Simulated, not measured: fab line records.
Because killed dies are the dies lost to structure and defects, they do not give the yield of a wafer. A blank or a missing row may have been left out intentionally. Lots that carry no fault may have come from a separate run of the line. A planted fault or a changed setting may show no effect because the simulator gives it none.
The tool behind it: which one?	flow nandHarc	Sampling: 14 lots, 42 wafers, 4 of 1302 route steps

## WHAT EACH GAUGE READ, for each wafer
The record holds no reading of a measuring or inspecting step that can be judged against a usual standard deviation.

## WHAT TOOL EACH LOT RAN ON (gives the tool, then ch and the chambers of the sampled wafers, and finally the start)
lot	NHARC_A_STAIRCASE_ETCH_194	NHARC_A_STAIRCASE_TRIM_198	NHARC_A_STAIRCASE_ETCH_227	NHARC_A_STAIRCASE_TRIM_229
L854	rieDiel-03 ch 0,1,2, day 15 21:48 or earlier	rieDiel-03 ch 1,2,3, day 15 21:48 or earlier	rieDiel-05 ch 0,2,3, day 15 21:48 or earlier	rieDiel-05 ch 1,2, day 15 21:48
L855	rieDiel-03 ch 0,3, day 16 05:05 or earlier	rieDiel-03 ch 0,2, day 16 05:05 or earlier	rieDiel-02 ch 0,2,3, day 16 05:05 or earlier	rieDiel-02 ch 1,2,3, day 16 05:05
L858	rieDiel-03 ch 2,3, day 17 09:02 or earlier	rieDiel-02 ch 1,2,3, day 17 09:02 or earlier	rieDiel-02 ch 1,2,3, day 17 09:02 or earlier	rieDiel-02 ch 2,3, day 17 09:02
L856	rieDiel-03 ch 0,2, day 17 11:23 or earlier	rieDiel-03 ch 0,2,3, day 17 11:23 or earlier	rieDiel-03 ch 2,3, day 17 11:23 or earlier	rieDiel-05 ch 2,3, day 17 11:23
L857	rieDiel-05 ch 0,1, day 17 13:07 or earlier	rieDiel-05 ch 0,1,3, day 17 13:07 or earlier	rieDiel-05 ch 1,2, day 17 13:07 or earlier	rieDiel-05 ch 1,2, day 17 13:07
L859	rieDiel-03 ch 0,2,3, day 17 18:06 or earlier	rieDiel-03 ch 0,2,3, day 17 18:06 or earlier	rieDiel-03 ch 0,2,3, day 17 18:06 or earlier	rieDiel-03 ch 0,2,3, day 17 18:06
L868	rieDiel-05 ch 0,2,3, day 21 19:29 or earlier	rieDiel-05 ch 0,2,3, day 21 19:29 or earlier	rieDiel-02 ch 0,1,3, day 21 19:29 or earlier	rieDiel-05 ch 1,2,3, day 21 19:29
L869	rieDiel-02 ch 1,2, day 22 01:14 or earlier	rieDiel-05 ch 0,2,3, day 22 01:14 or earlier	rieDiel-05 ch 0,2,3, day 22 01:14 or earlier	rieDiel-05 ch 0,1,2, day 22 01:14
L872	rieDiel-05 ch 0,2,3, day 23 05:02 or earlier	rieDiel-03 ch 0,2, day 23 05:02 or earlier	rieDiel-05 ch 2,3, day 23 05:02 or earlier	rieDiel-05 ch 0,1, day 23 05:02
L871	rieDiel-05 ch 0,1,2, day 23 06:52 or earlier	rieDiel-05 ch 0,1,2, day 23 06:52 or earlier	rieDiel-03 ch 1,3, day 23 06:52 or earlier	rieDiel-03 ch 1,2,3, day 23 06:52
L873	rieDiel-02 ch 1,3, day 24 07:31 or earlier	rieDiel-03 ch 0,1, day 24 07:31 or earlier	rieDiel-03 ch 1,2,3, day 24 07:31 or earlier	rieDiel-03 ch 0,1,2, day 24 07:31
L875	rieDiel-02 ch 0,1,2, day 24 17:52 or earlier	rieDiel-05 ch 0,1,3, day 24 17:52 or earlier	rieDiel-02 ch 0,3, day 24 17:52 or earlier	rieDiel-03 ch 0,2,3, day 24 17:52
L876	rieDiel-05 ch 1,2,3, day 25 08:07 or earlier	rieDiel-03 ch 0,1,2, day 25 08:07 or earlier	rieDiel-03 ch 0,1, day 25 08:07 or earlier	rieDiel-03 ch 1,2,3, day 25 08:07
L877	rieDiel-05 ch 0,1, day 25 22:53 or earlier	rieDiel-05 ch 0,1,2, day 25 22:53 or earlier	rieDiel-03 ch 0,3, day 25 22:53 or earlier	rieDiel-03 ch 0,1, day 25 22:53
- NHARC_A_STAIRCASE_ETCH_194: etches the open film in C4F8/O2, target depth 100 nm, time 40.5 s.
- NHARC_A_STAIRCASE_TRIM_198: chemistry O2, time 211.2 s.
- NHARC_A_STAIRCASE_ETCH_227: etches the open film in C4F8/O2, target depth 100 nm, time 40.5 s.
- NHARC_A_STAIRCASE_TRIM_229: chemistry O2, time 211.2 s.

## WHAT THE TOOLS THEMSELVES READ (means of the sampled wafers that have a number; where no wafer has one, the mark that the record gives instead)
NHARC_A_STAIRCASE_ETCH_194. Usual: oesProductAu 0.940 a.u., standard deviation 0.012; rfVppV 894 V, standard deviation 4.8.
lot	tool	oesProductAu (a.u.)	rfVppV (V)	flag
L854	rieDiel-03	0.941	895	
L855	rieDiel-03	0.946	896	
L858	rieDiel-03	0.912	890	
L856	rieDiel-03	0.929	891	
L857	rieDiel-05	0.943	896	
L859	rieDiel-03	0.935	893	
L868	rieDiel-05	0.948	892	
L869	rieDiel-02	0.949	891	
L872	rieDiel-05	0.939	892	
L871	rieDiel-05	0.944	893	
L873	rieDiel-02	0.938	891	
L875	rieDiel-02	0.934	892	
L876	rieDiel-05	0.943	896	
L877	rieDiel-05	0.941	901	

NHARC_A_STAIRCASE_TRIM_198. Usual: chamberPressureMTorr 60.01 mTorr, standard deviation 0.053; drypumpMotorCurrentA 6.0 A, standard deviation 0.49; mfcArSccm 0.004 sccm, standard deviation 0.0057; o2FlowSccm 500.3 sccm, standard deviation 1.5; oesProductAu 0.997 a.u., standard deviation 0.0084; rfVppV 57.8 V, standard deviation 0.87; showerheadPlenumPTorr 3.48 Torr, standard deviation 0.13; throttleValvePct 17.036 %, standard deviation 0.01.
lot	tool	chamberPressureMTorr (mTorr)	drypumpMotorCurrentA (A)	mfcArSccm (sccm)	o2FlowSccm (sccm)	oesProductAu (a.u.)	rfVppV (V)	showerheadPlenumPTorr (Torr)	throttleValvePct (%)	flag
L854	rieDiel-03	60.01	6.2	0.004	500.4	0.995	58.1	3.50	17.032	
L855	rieDiel-03	59.94	6.3	0.000	497.7	1.002	57.3	3.40	17.040	
L858	rieDiel-02	60.02	6.0	0.007	500.1	1.001	57.4	3.42	17.035	
L856	rieDiel-03	60.04	6.2	0.004	500.6	0.988	58.5	3.47	17.041	
L857	rieDiel-05	60.02	6.0	0.005	499.5	0.996	57.8	3.50	17.035	
L859	rieDiel-03	60.05	6.2	0.004	499.4	0.990	56.6	3.47	17.036	
L868	rieDiel-05	60.01	5.9	0.002	500.9	1.005	57.9	3.41	17.039	
L869	rieDiel-05	59.97	6.0	0.002	500.0	0.996	57.6	3.41	17.037	
L872	rieDiel-03	60.01	6.0	0.000	500.5	1.000	57.9	3.47	17.038	
L871	rieDiel-05	60.02	6.2	0.007	501.2	0.995	58.2	3.44	17.041	
L873	rieDiel-03	60.02	5.6	0.000	500.6	0.993	57.2	3.60	17.040	
L875	rieDiel-05	60.02	6.1	0.005	501.1	0.997	57.5	3.48	17.039	
L876	rieDiel-03	60.03	6.0	0.000	501.2	0.997	57.5	3.48	17.042	
L877	rieDiel-05	60.03	6.2	0.007	500.1	0.994	57.5	3.61	17.042	

NHARC_A_STAIRCASE_ETCH_227. Usual: oesProductAu 0.941 a.u., standard deviation 0.011; rfVppV 894 V, standard deviation 4.7.
lot	tool	oesProductAu (a.u.)	rfVppV (V)	flag
L854	rieDiel-05	0.943	892	
L855	rieDiel-02	0.952	895	
L858	rieDiel-02	0.944	892	
L856	rieDiel-03	0.927	890	
L857	rieDiel-05	0.946	898	
L859	rieDiel-03	0.938	894	
L868	rieDiel-02	0.946	894	
L869	rieDiel-05	0.931	892	
L872	rieDiel-05	0.944	896	
L871	rieDiel-03	0.923	898	
L873	rieDiel-03	0.950	893	
L875	rieDiel-02	0.962	896	
L876	rieDiel-03	0.938	898	
L877	rieDiel-03	0.933	895	

NHARC_A_STAIRCASE_TRIM_229. Usual: chamberPressureMTorr 60.00 mTorr, standard deviation 0.054; drypumpMotorCurrentA 6.0 A, standard deviation 0.43; mfcArSccm 0.004 sccm, standard deviation 0.0051; o2FlowSccm 500.3 sccm, standard deviation 1.5; oesProductAu 0.994 a.u., standard deviation 0.0085; rfVppV 57.7 V, standard deviation 0.93; showerheadPlenumPTorr 3.48 Torr, standard deviation 0.12; throttleValvePct 17.036 %, standard deviation 0.0086.
lot	tool	chamberPressureMTorr (mTorr)	drypumpMotorCurrentA (A)	mfcArSccm (sccm)	o2FlowSccm (sccm)	oesProductAu (a.u.)	rfVppV (V)	showerheadPlenumPTorr (Torr)	throttleValvePct (%)	flag
L854	rieDiel-05	60.00	5.9	0.009	502.0	0.997	58.0	3.52	17.037	
L855	rieDiel-02	60.00	6.0	0.007	500.9	1.005	58.3	3.42	17.043	
L858	rieDiel-02	60.03	6.0	0.007	499.1	0.992	57.2	3.39	17.039	
L856	rieDiel-05	60.03	5.4	0.002	501.3	0.996	58.1	3.51	17.035	
L857	rieDiel-05	60.02	6.1	0.012	499.6	0.990	58.1	3.59	17.039	
L859	rieDiel-03	59.99	6.2	0.004	499.7	0.984	58.0	3.47	17.038	
L868	rieDiel-05	-	-	-	-	-	-	-	-	OFF
L869	rieDiel-05	-	-	-	-	-	-	-	-	OFF
L872	rieDiel-05	59.93	6.5	0.005	501.3	0.999	56.0	3.39	17.033	
L871	rieDiel-03	60.03	6.2	0.004	499.6	0.997	57.6	3.47	17.035	
L873	rieDiel-03	60.05	6.0	0.000	500.6	1.010	57.8	3.48	17.036	
L875	rieDiel-03	60.01	6.2	0.004	498.8	0.992	57.2	3.44	17.036	
L876	rieDiel-03	60.00	6.2	0.004	501.5	0.992	57.0	3.46	17.031	
L877	rieDiel-03	60.03	5.7	0.000	502.7	0.989	57.5	3.56	17.039	

## THE ANSWER, worked out from the rows above alone
Rule: a lot is off if the mean of its wafers that have a number lies more than 3 standard deviations from the usual mean. Also off: a lot with no number at a reading for which 4 or more lots have one. Where the step has rows for the other lots, those lots are counted as sound. Order of review: gauges by route order, followed by the tools' own readings, for which a lot's mean as printed above is used. The first step at which some lot is off is used, and at that step the reading that is off furthest; a lot without a number counts as furthest.
Off: L868, L869, at NHARC_A_STAIRCASE_TRIM_229 (chamberPressureMTorr). Without a number there: L868, L869.
A tool fits if, at that step or a process step before it, it ran every lot that is off, and no sound lot after the first of them. Because NHARC_A_STAIRCASE_ETCH_194 lacks a start for some lots, the hours and order of its lots are taken from NHARC_A_STAIRCASE_TRIM_229. Because NHARC_A_STAIRCASE_TRIM_198 lacks a start for some lots, the hours and order of its lots are taken from NHARC_A_STAIRCASE_TRIM_229. Because NHARC_A_STAIRCASE_ETCH_227 lacks a start for some lots, the hours and order of its lots are taken from NHARC_A_STAIRCASE_TRIM_229. None of those tried fits.

## WHAT THE SIMULATOR HAD INSERTED
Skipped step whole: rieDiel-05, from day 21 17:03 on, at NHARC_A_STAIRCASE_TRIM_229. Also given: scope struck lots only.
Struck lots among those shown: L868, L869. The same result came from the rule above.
